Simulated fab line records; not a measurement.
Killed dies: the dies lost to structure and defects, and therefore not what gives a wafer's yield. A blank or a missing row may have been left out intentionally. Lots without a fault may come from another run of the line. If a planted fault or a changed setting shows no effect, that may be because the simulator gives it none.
Matching of chambers ; flow n5 finfet ; rie diel-06 running N5_BEOL_M0_ETCH_128: 4 sister chambers
The step etches SiCN in CF4/N2, target depth 12 nm, overetch 5.1 nm, time 21.4 s. 18 wafers are shown with their chamber, then 9 later ones without.

## WAFERS, EACH WITH ITS CHAMBER
wafer;chamber;drypump motor current A (A);throttle valve pct (%);showerhead plenum p Torr (Torr)
L075.2;2;5.1;14.93;2.25
L075.3;1;6.0;15.33;2.14
L075.6;0;6.1;14.88;2.33
L076.1;1;6.1;15.35;2.13
L076.3;0;6.1;14.88;2.33
L076.4;0;6.2;14.90;2.33
L077.2;1;6.1;15.34;2.13
L077.3;0;6.1;14.89;2.33
L077.6;2;5.1;14.92;2.25
L081.3;2;5.1;14.95;2.24
L081.4;3;5.8;15.19;2.33
L081.5;0;6.1;14.90;2.32
L082.1;1;6.1;15.37;2.13
L082.3;2;5.1;14.96;2.24
L082.4;0;6.1;14.89;2.32
L083.4;3;5.8;15.19;2.32
L083.5;0;6.2;14.90;2.32
L083.6;1;6.1;15.37;2.13

SIGNATURES (averages over the wafers above)
reading;chamber 0;chamber 1;chamber 2;chamber 3;scatter within a chamber
drypump motor current A;6.129;6.080;5.100;5.800;0.0399
throttle valve pct;14.8914;15.3520;14.9400;15.1900;0.0141
showerhead plenum p Torr;2.3257;2.1320;2.2450;2.3250;0.00535
Rule: a wafer lies at a distance from a chamber equal to the root of the sum of squares, over the readings, of (its reading less the chamber's mean, divided by the reading's scatter). If the next closest chamber is less than 2 further off than the closest, the wafer can't be placed; otherwise it belongs to the closest. How the scatter is found: for the shown wafers, subtract from each reading the mean of its chamber, square and add these, divide the total by (wafers less chambers), then take the root.

## WAFERS WHOSE CHAMBER IS MISSING
wafer;drypump motor current A (A);throttle valve pct (%);showerhead plenum p Torr (Torr)
L088.1;5.1;14.98;2.24
L088.5;5.8;15.20;2.32
L088.6;6.1;14.94;2.32
L089.3;5.8;15.23;2.32
L089.4;5.1;14.99;2.24
L089.5;5.8;15.21;2.32
L096.2;6.1;14.97;2.31
L096.3;5.8;15.24;2.31
L096.6;6.1;15.42;2.12

## THE CHAMBER EACH PASSED THROUGH
wafer;from the rows above;in truth
L088.1;2;2
L088.5;3;3
L088.6;0;0
L089.3;3;3
L089.4;2;2
L089.5;3;3
L096.2;0;0
L096.3;3;3
L096.6;1;1
Correct placement for 9 of the 9. Number that these rows cannot place: 0. 0 placed wrongly.
